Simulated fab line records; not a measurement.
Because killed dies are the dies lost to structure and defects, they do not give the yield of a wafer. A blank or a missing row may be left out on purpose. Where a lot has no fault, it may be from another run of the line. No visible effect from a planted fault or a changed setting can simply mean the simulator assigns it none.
fab line records	flow nandHarc
[record] lots = 6	wafers = 18	lastDay = 33
route steps=1302 shown A_STAIRCASE@829
lots untouched by any fault: they come from a run of this same line in which no faults occurred
startH: start of the lot's first displayed wafer, in hours after the record's first day	waitH: hours elapsed since this lot's preceding step	" unchanged from the row above	L1.1+2: one row covering several wafers at once	- no value, or no start given	* or withheld: withheld	< > ~ a bound
route shown NAME@n: a module of which the file shows steps, and the number in the route of the first	usual: mean/standard deviation taken from wafers without a fault	same: alike in all rows	chamber/n: place in a boat	sites: each site's reading	_std_site: the values' standard deviation	_edge_site: mean of outer sites minus mean of inner sites	radiusMm: how far each site lies from the wafer's centre	mask NAME#n: copy n	behind: the most recent tool/chamber to have shaped the wafer	hold: cause of the lot's hold/its duration in hours/its outcome	device: names the non-switching transistor (n, p or np)	end of line: the tests these same wafers got at the end of their route	a step with no rows: only its recipe	killed: dies that structure and defects cost at the first sort, which is not the same as the wafer's yield	map: per-die view of a wafer (x killed, . not killed, _ where there is no die)
set.NAME: the setting the step ran with; set.NAME@STEP: the setting that earlier step ran with	model.NAME: the simulator's own value behind a step, which no gauge read
a table for each step, a row for each wafer; lots at some steps of the route
services: when a tool's chamber went out of use (startH, in hours from the record's first day, below 0 if earlier), for how many hours, and the reason
[[steps]]
[step NHARC_A_STAIRCASE_HARDBAKE_311]
[recipe] tempC = 120	timeS = 140
[step NHARC_A_STAIRCASE_DESCUM_312]
[recipe] timeS = 3	o2FlowSccm = 200	arFlowSccm = 0	biasPowerW = 0	chemistry = O2
[usual] drypumpMotorCurrentA = 5.6/0.41	oesProductAu = 1.000/0.0097	rfVppV = 57.6/0.89	showerheadPlenumPTorr = 1.86/0.077	throttleValvePct = 11.311/0.0088
lot.wafer	tool	chamber	startH	waitH	drypumpMotorCurrentA	oesProductAu	rfHoursCounterH	rfVppV	showerheadPlenumPTorr	throttleValvePct
L819.3	rieDiel-03	0	403.14	-	6.1	0.977	33	58.9	1.92	11.321
L819.2	"	1	"	"	5.8	0.984	30	57.0	1.76	11.295
L819.1	"	2	"	"	5.5	0.983	33	58.3	1.91	11.304
L820.4	rieDiel-11	3	414.89	-	5.8	1.003	51	57.3	1.82	11.324
L820.6	"	3	"	"	5.8	0.979	-	56.3	1.82	11.314
L820.5	"	0	"	"	6.4	0.982	-	56.9	1.87	11.313
L823.2	rieDiel-11	3	463.74	-	5.8	1.007	10	58.1	1.82	11.307
L823.1	"	0	"	"	6.3	1.003	3	58.5	1.86	11.286
L823.6	"	3	"	"	5.9	1.005	-	56.1	1.82	11.313
L830.2	rieDiel-11	2	508.72	-	5.3	1.000	17	57.5	1.83	11.329
L830.3	"	3	"	"	5.8	1.002	20	58.3	1.81	11.298
L830.5	"	1	"	"	5.6	1.011	-	56.7	1.77	11.299
L833.3	rieDiel-11	3	558.23	-	5.9	1.001	39	58.7	1.81	11.318
L833.4	"	2	"	"	5.3	1.008	-	57.9	1.82	11.308
L833.5	"	3	"	"	5.9	1.005	-	58.9	1.81	11.314
L839.3	rieDiel-11	0	604.92	-	6.3	0.993	41	57.0	1.85	11.310
L839.1	"	2	"	"	5.3	0.998	59	56.9	1.82	11.309
L839.6	"	0	"	"	6.4	0.985	-	58.0	1.85	11.319
[step NHARC_A_STAIRCASE_ETCH_313]
[recipe] cf4FlowSccm = 100	chf3FlowSccm = 30	arFlowSccm = 0	rfW = 500	biasW = 200	chemistry = CF4/CHF3
[usual] drypumpMotorCurrentA = 5.6/0.42	oesProductAu = 0.933/0.018	rfVppV = 369.3/2.3	showerheadPlenumPTorr = 1.53/0.062	throttleValvePct = 16.803/0.0098
lot.wafer	tool	chamber	startH	waitH	drypumpMotorCurrentA	oesProductAu	rfHoursCounterH	rfVppV	showerheadPlenumPTorr	throttleValvePct
L819.1	rieDiel-03	3	403.23	0.1	5.1	0.924	32	369.6	1.55	16.800
L819.3	"	0	"	"	6.1	0.905	33	370.8	1.58	16.817
L819.2	"	2	"	"	5.5	0.920	33	369.3	1.57	16.796
L820.4	rieDiel-11	1	415.00	0.1	5.6	0.931	51	366.1	1.47	16.805
L820.6	"	2	"	"	5.3	0.936	-	368.0	1.51	16.791
L820.5	"	3	"	"	5.9	0.914	-	368.3	1.50	16.826
L823.2	rieDiel-11	3	463.88	0.1	5.8	0.929	10	369.2	1.50	16.800
L823.1	"	0	"	"	6.3	0.924	4	369.0	1.53	16.800
L823.6	"	2	"	"	5.3	0.925	-	369.2	1.51	16.810
L830.2	rieDiel-11	0	508.80	0.1	6.3	0.923	16	369.7	1.53	16.803
L830.3	"	3	"	"	5.9	0.926	20	368.1	1.50	16.793
L830.5	"	1	"	"	5.6	0.941	-	367.2	1.46	16.813
L833.3	rieDiel-11	1	558.33	0.1	5.6	0.926	42	367.0	1.46	16.780
L833.4	"	3	"	"	5.8	0.941	-	367.3	1.49	16.807
L833.5	"	2	"	"	5.3	0.925	-	367.4	1.50	16.798
L839.3	rieDiel-11	0	605.11	0.2	6.3	0.932	42	368.1	1.53	16.805
L839.1	"	2	"	"	5.3	0.920	59	369.3	1.50	16.811
L839.6	"	0	"	"	6.3	0.920	-	369.7	1.53	16.803
[step NHARC_A_STAIRCASE_HM_OPEN_463]
[recipe] o2FlowSccm = 400	cosFlowSccm = 20	arFlowSccm = 0	rfW = 500	biasW = 300	chemistry = O2/COS
[usual] drypumpMotorCurrentA = 5.6/0.42	oesProductAu = 1.000/0.0092	rfVppV = 465.5/2.7	showerheadPlenumPTorr = 3.04/0.12	throttleValvePct = 28.329/0.0088
lot.wafer	tool	chamber	startH	waitH	drypumpMotorCurrentA	oesProductAu	rfHoursCounterH	rfVppV	showerheadPlenumPTorr	throttleValvePct
L819.3	rieDiel-03	3	-	-	5.1	1.001	32	466.0	3.07	28.323
L819.1	"	0	"	"	6.1	0.969	33	467.1	3.14	28.324
L819.2	"	1	"	"	5.8	0.986	30	462.4	2.89	28.329
L820.4	rieDiel-11	3	-	-	5.8	0.993	51	465.1	2.98	28.333
L820.6	"	2	"	"	5.3	1.001	-	465.1	3.00	28.316
L820.5	"	3	"	"	5.8	0.990	-	465.7	2.98	28.327
L823.1	rieDiel-11	0	-	-	6.4	0.997	4	465.5	3.05	28.334
L823.2	"	1	"	"	5.6	1.012	9	462.9	2.90	28.336
L823.6	"	0	"	"	6.4	0.991	-	466.2	3.05	28.333
L830.3	rieDiel-11	0	-	-	6.4	1.003	16	465.4	3.04	28.337
L830.2	"	1	"	"	5.6	1.000	22	462.3	2.90	28.339
L830.5	"	3	"	"	5.9	1.005	-	464.6	2.97	28.317
L833.3	rieDiel-11	1	-	-	5.6	1.006	42	461.1	2.89	28.346
L833.5	"	2	"	"	5.3	0.999	-	463.8	2.98	28.316
L833.4	"	1	"	"	5.6	1.018	-	462.2	2.89	28.343
L839.1	rieDiel-11	0	-	-	6.3	1.009	42	466.2	3.03	28.333
L839.3	"	3	"	"	5.8	1.007	56	465.4	2.95	28.322
L839.6	"	2	"	"	5.3	1.011	-	463.5	2.97	28.323
[step NHARC_A_STAIRCASE_STRIP_464]
[recipe] o2FlowSccm = 400	cosFlowSccm = 20	arFlowSccm = 0	biasW = 0	chemistry = O2/COS
[step NHARC_A_STAIRCASE_ETCH_453]
[recipe] targetDepthA = 300	overetchA = 30	timeS = 16.5	ionEnergyEv = 100	cf4FlowSccm = 80	o2FlowSccm = 20	arFlowSccm = 0	rfW = 300	biasW = 100	chemistry = CF4/O2
[usual] drypumpMotorCurrentA = 5.6/0.42	oesProductAu = 0.998/0.0095	rfVppV = 197.1/1.3	showerheadPlenumPTorr = 1.30/0.055	throttleValvePct = 13.396/0.0083
lot.wafer	tool	chamber	startH	waitH	drypumpMotorCurrentA	oesProductAu	rfHoursCounterH	rfVppV	showerheadPlenumPTorr	throttleValvePct
L819.3	rieDiel-03	1	-	-	5.8	0.988	30	196.1	1.23	13.403
L819.2	"	2	"	"	5.5	0.988	33	198.7	1.33	13.394
L819.1	"	3	"	"	5.1	1.012	32	196.1	1.31	13.387
L820.4	rieDiel-11	1	-	-	5.6	1.003	51	196.4	1.24	13.403
L820.5	"	0	"	"	6.3	0.991	-	197.5	1.30	13.396
L820.6	"	1	"	"	5.6	1.011	-	196.5	1.24	13.389
L823.2	rieDiel-11	1	-	-	5.6	1.018	10	195.3	1.24	13.381
L823.1	"	3	"	"	5.8	1.004	10	195.9	1.27	13.388
L823.6	"	0	"	"	6.3	1.002	-	198.0	1.30	13.394
L830.3	rieDiel-11	0	-	-	6.3	0.990	16	197.8	1.30	13.385
L830.2	"	1	"	"	5.6	1.010	22	196.5	1.24	13.397
L830.5	"	0	"	"	6.3	0.988	-	197.3	1.30	13.410
L833.3	rieDiel-11	1	-	-	5.6	1.000	42	194.5	1.23	13.407
L833.4	"	1	"	"	5.6	0.997	-	195.2	1.23	13.401
L833.5	"	2	"	"	5.3	1.003	-	196.6	1.27	13.384
L839.3	rieDiel-11	3	-	-	5.9	0.984	56	196.7	1.26	13.390
L839.1	"	2	"	"	5.3	1.000	59	195.9	1.27	13.401
L839.6	"	2	"	"	5.3	0.997	-	195.1	1.27	13.394
[step NHARC_A_STAIRCASE_ETCH_315]
[recipe] targetDepthA = 25000	timeS = 607.1	ionEnergyEv = 800	c4f8FlowSccm = 80	o2FlowSccm = 60	arFlowSccm = withheld	rfW = 600	biasW = 3000	chemistry = C4F8/O2/Ar
[usual] oesProductAu = 0.930/0.009	rfVppV = 1820/10
lot.wafer	tool	chamber	startH	waitH	oesProductAu	rfHoursCounterH	rfVppV
L819.2	rieDiel-03	2	-	-	0.923	33	1828
L819.1	"	3	"	"	0.932	32	1822
L819.3	"	1	"	"	0.916	30	1808
L820.4	rieDiel-11	1	-	-	0.941	51	1808
L820.5	"	0	"	"	0.906	-	1821
L820.6	"	1	"	"	0.931	-	1807
L823.1	rieDiel-11	0	-	-	0.919	4	1822
L823.2	"	3	"	"	0.928	10	1814
L823.6	"	1	"	"	0.936	-	1810
L830.2	rieDiel-11	1	-	-	0.931	22	1808
L830.3	"	0	"	"	0.921	16	1819
L830.5	"	1	"	"	0.931	-	1808
L833.3	rieDiel-11	3	-	-	0.935	39	1812
L833.4	"	2	"	"	0.943	-	1815
L833.5	"	3	"	"	0.934	-	1812
L839.1	rieDiel-11	0	-	-	0.931	42	1819
L839.3	"	3	"	"	0.934	56	1813
L839.6	"	3	"	"	0.921	-	1813
[step NHARC_A_STAIRCASE_STRIP_316]
[recipe] o2FlowSccm = 500	arFlowSccm = 0	biasW = 0	chemistry = O2
[step NHARC_A_STAIRCASE_STRIP_317]
[recipe] timeS = 900	tempC = 130	chemistry = SPM
[step NHARC_A_STAIRCASE_PRECLEAN_318]
[recipe] timeS = *	tempC = 50	bathAgeMin = 0	chemistry = SC1
[step NHARC_A_STAIRCASE_SRD_329]
[step NHARC_A_STAIRCASE_ALD_415]
[recipe] targetThkA = 300	pulseTimeS = 6	aldCycles = 300	tempC = 300	material = SiO2
[usual] aldCycles = 300/0	heaterPowerOuterW = 263/23	heaterPowerW = 468/36	precursorPulseHeightRel = 1.000/0.019
lot.wafer	tool	chamber	startH	waitH	aldCycles	heaterPowerOuterW	heaterPowerW	precursorPulseHeightRel
L819.3	aldHk-03	0	405.00	0.1	300	272	456	0.994
L819.2	"	1	"	"	300	273	465	1.007
L819.1	"	2	"	"	300	285	519	1.038
L820.4	aldHk-03	0	417.21	0.5	449	263	458	0.976
L820.6	"	2	"	"	449	293	500	0.984
L820.5	"	3	"	"	449	262	474	1.013
L823.1	aldHk-03	3	466.02	0.3	449	257	478	0.994
L823.2	"	0	"	"	449	267	442	1.014
L823.6	"	3	"	"	449	268	477	0.986
L830.2	aldHk-04	0	510.81	0.3	300	234	440	1.021
L830.3	"	2	"	"	300	276	490	1.013
L830.5	"	3	"	"	300	260	452	0.992
L833.3	aldHk-04	2	560.79	0.5	300	287	508	1.016
L833.4	"	3	"	"	300	262	451	1.009
L833.5	"	0	"	"	300	237	440	0.990
L839.1	aldHk-04	0	607.29	0.1	300	235	432	1.004
L839.3	"	1	"	"	300	225	444	0.969
L839.6	"	0	"	"	300	231	430	1.013
[step NHARC_A_STAIRCASE_ETCHBACK_416]
[recipe] targetDepthA = 360	timeS = 7.2	c4f8FlowSccm = withheld	o2FlowSccm = 8	arFlowSccm = withheld	rfW = 600	biasW = 800	chemistry = C4F8/O2/Ar
[[services]]
tool	chamber	startH	hours	kind
rieDiel-11	0	387.74	-	clean
rieDiel-11	1	387.74	-	clean
rieDiel-11	2	387.74	-	clean
rieDiel-11	3	387.74	-	clean
aldHk-03	-	391.39	10.0	pm
rieDiel-11	0	412.29	-	clean
rieDiel-11	1	412.29	-	clean
rieDiel-11	2	412.29	-	clean
rieDiel-11	3	412.29	-	clean
rieDiel-11	3	417.39	4.8	repair
rieDiel-11	-	432.53	9.0	pm
rieDiel-11	0	432.53	24.8	ventCycle
rieDiel-11	1	432.53	9.0	ventCycle
rieDiel-11	2	432.53	9.0	ventCycle
rieDiel-11	3	432.53	9.0	ventCycle
rieDiel-03	-	459.14	9.0	pm
rieDiel-03	0	489.02	4.1	repair
rieDiel-11	-	507.07	1.6	repair
aldHk-03	-	534.31	0.8	repair
rieDiel-03	3	547.96	7.7	repair
aldHk-03	-	569.39	10.0	pm
rieDiel-11	3	571.25	4.8	repair
rieDiel-11	3	579.37	5.2	repair
rieDiel-03	1	604.28	7.1	repair
[[key]]
[firstSign] step = NHARC_A_STAIRCASE_ALD_415	reading = aldCycles	direction = up	sigmas = 99+	usual = 300	struck = 449
effect none on later readings
metAt NHARC_A_STAIRCASE_ALD_415
struckWafers L820.4,L820.5,L820.6,L823.1,L823.2,L823.6
laterRowsLeftOut L820.4,L820.5,L820.6,L823.1,L823.2,L823.6
sortLeftOut L820.4,L820.5,L820.6,L823.1,L823.2,L823.6
testerLeftOut L820,L823
onsetBetween 405.00 417.21
[fault] kind = processParameterDrift	tool = aldHk-03	chamber = -	onsetH = 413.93	steps = NHARC_A_STAIRCASE_ALD_415	channel = aldCycles	offset = 149	shape = step	actsIn = theseRecipesOnly	stated = 300
// testerLeftOut: of these lots the tester's yield and bins aren't shown, on N5 and GAA mostly nor the transistor test; their killed dies are dies lost to structure and defects alone, not to doping, threshold or leakage, so they don't give the yield
// sortLeftOut: the simulated sort isn't trusted on such a fault, so these wafers' sort isn't shown, and their yield isn't known
// laterRowsLeftOut: the simulator's readings of these wafers behind a module that went badly wrong aren't trusted and aren't shown, but for the sort
